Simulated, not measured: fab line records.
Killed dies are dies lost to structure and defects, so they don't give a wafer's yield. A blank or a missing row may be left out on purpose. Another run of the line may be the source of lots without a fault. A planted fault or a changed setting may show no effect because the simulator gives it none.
What tool caused it? | flow n5Finfet | 10 lots, 30 wafers sampled, at 4 steps of a route of 1938

WHAT THE GAUGES READ, wafer by wafer
N5_BEOL_M14_INSPECT_30: inspects for defects (macro). Usual: rawDefectCount reads 1.8 (standard deviation 1.3).
lot  | measured     | on               | rawDefectCount | flag
L146 | day 13 07:26 | defectInspect-02 | 1 0 0          | 
L147 | day 13 23:05 | defectInspect-01 | 2 3 2          | 
L149 | day 13 23:42 | defectInspect-01 | 2 1 2          | 
L150 | day 14 03:58 | defectInspect-02 | 2 3 0          | 
L153 | day 15 04:04 | defectInspect-01 | 2 2 0          | 
L158 | day 16 23:00 | defectInspect-01 | 0 1 2          | 
L164 | day 17 03:16 | defectInspect-01 | 3 2 6          | 
L163 | day 17 19:01 | defectInspect-02 | 3 2 2          | 
L165 | day 19 02:16 | defectInspect-01 | 1 3 2          | 
L166 | day 19 02:22 | defectInspect-02 | 2 0 0          | 

N5_BEOL_M15_OVL_MEAS_11. Usual: V14_OVL typically reads 1 nm, with standard deviation 4.8.
lot  | measured     | on         | V14_OVL (nm) | flag
L146 | day 13 11:03 | overlay-02 | 2 0 3        | 
L147 | day 14 04:02 | overlay-02 | 3 2 -10      | 
L149 | day 14 04:04 | overlay-02 | 0 6 4        | 
L150 | day 14 08:37 | overlay-01 | 11 10 9      | 
L153 | day 15 08:22 | overlay-02 | 1 -3 -3      | 
L158 | day 17 05:02 | overlay-01 | 41 44 43     | OFF
L164 | day 17 08:00 | overlay-01 | -2 -3 1      | 
L163 | day 18 02:19 | overlay-01 | 40 31 41     | OFF
L165 | day 19 07:34 | overlay-01 | -1 4 8       | 
L166 | day 19 08:41 | overlay-01 | -3 -9 -2     | 

WHICH TOOL RAN EACH LOT (tool, then ch and the chambers of the sampled wafers, then the start)
lot  | N5_BEOL_M14_STRIP_37              | N5_BEOL_M15_EXPOSE_07
L146 | rieDiel-06 ch 1,3, day 13 08:32   | krfScanner-02 ch 0, day 13 10:52
L147 | rieDiel-03 ch 2,3, day 14 01:17   | krfScanner-01 ch 0, day 14 03:50
L149 | rieDiel-03 ch 0,1,3, day 14 01:28 | krfScanner-01 ch 0, day 14 03:52
L150 | rieDiel-06 ch 0,2,3, day 14 05:22 | krfScanner-01 ch 0, day 14 08:25
L153 | rieDiel-06 ch 0,2, day 15 05:19   | krfScanner-01 ch 0, day 15 08:10
L158 | rieDiel-02 ch 0,2,3, day 17 00:45 | krfScanner-01 ch 0, day 17 04:50
L164 | rieDiel-03 ch 0,1,3, day 17 04:59 | krfScanner-02 ch 0, day 17 07:48
L163 | rieDiel-06 ch 2,3, day 17 23:46   | krfScanner-01 ch 0, day 18 02:07
L165 | rieDiel-02 ch 1,2,3, day 19 04:47 | krfScanner-02 ch 0, day 19 07:22
L166 | rieDiel-02 ch 0,1,2, day 19 05:26 | krfScanner-02 ch 0, day 19 08:29
- N5_BEOL_M14_STRIP_37: strips in O2.
- N5_BEOL_M15_EXPOSE_07: exposes mask V14.

WHAT THE TOOLS THEMSELVES READ (means of the sampled wafers that have a number; where no wafer has one, the mark that the record gives instead)
N5_BEOL_M14_STRIP_37. Usual: drypumpMotorCurrentA 5.8 A, standard deviation 0.53; oesProductAu 0.84 a.u., standard deviation 0.091; rfVppV 3.8 V, standard deviation 0.98; showerheadPlenumPTorr 2.12 Torr, standard deviation 0.085; tempC 60.02 C, standard deviation 0.11; throttleValvePct 16.5 %, standard deviation 0.3.
lot  | tool       | drypumpMotorCurrentA (A) | oesProductAu (a.u.) | rfVppV (V) | showerheadPlenumPTorr (Torr) | tempC (C) | throttleValvePct (%) | flag
L146 | rieDiel-06 | 5.7                      | 0.76                | 3.8        | 2.16                         | 59.97     | 16.7                 | 
L147 | rieDiel-03 | 5.9                      | 0.86                | 3.7        | 2.15                         | 60.01     | 16.4                 | 
L149 | rieDiel-03 | 5.6                      | 0.84                | 4.9        | 2.15                         | 59.89     | 16.7                 | 
L150 | rieDiel-06 | 6.3                      | 0.87                | 3.9        | 2.15                         | 59.95     | 16.5                 | 
L153 | rieDiel-06 | 6.1                      | 0.86                | 4.3        | 2.15                         | 60.12     | 16.6                 | 
L158 | rieDiel-02 | 5.9                      | 0.89                | 4.1        | 2.16                         | 60.05     | 16.2                 | 
L164 | rieDiel-03 | 5.6                      | 0.81                | 4.3        | 2.14                         | 60.01     | 16.7                 | 
L163 | rieDiel-06 | 6.4                      | 0.87                | 3.2        | 2.14                         | 59.91     | 16.5                 | 
L165 | rieDiel-02 | 5.6                      | 0.85                | 3.3        | 2.11                         | 59.96     | 16.5                 | 
L166 | rieDiel-02 | 5.6                      | 0.83                | 4.0        | 2.10                         | 60.01     | 16.5                 | 

THE ANSWER, worked out from the rows above alone
Rule: lot off if the mean of its wafers having a number is beyond 3 standard deviations from the usual mean. A lot without any number at a reading at which 4 lots or more have one is off too. All remaining lots with rows at the step are treated as sound. First the gauges in route order, then the tools' own readings, where a lot's mean is used as printed above. At the first step where some lot is off, the reading lying furthest off is the one used; lots without a number count as furthest.
Off: L158, L163, seen at N5_BEOL_M15_OVL_MEAS_11 (V14_OVL).
If a tool, at a process step before that reading, ran all the lots that are off and no sound lot after the first of them, it fits. Those tools and the gauges at N5_BEOL_M15_OVL_MEAS_11 are tried in the same way. One candidate fits, namely krfScanner-01 at N5_BEOL_M15_EXPOSE_07. A fault onset in the window from L153 (day 15 08:10, its last sound lot) to L158 (day 17 04:50, its first lot off) fits.

WHAT HAD BEEN PUT IN BY THE SIMULATOR
Scanner matching overlay: krfScanner-01, from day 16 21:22 on, at N5_BEOL_M15_EXPOSE_07. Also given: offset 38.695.
Lots struck among those shown: L158, L163. This agrees with what the rule above found.
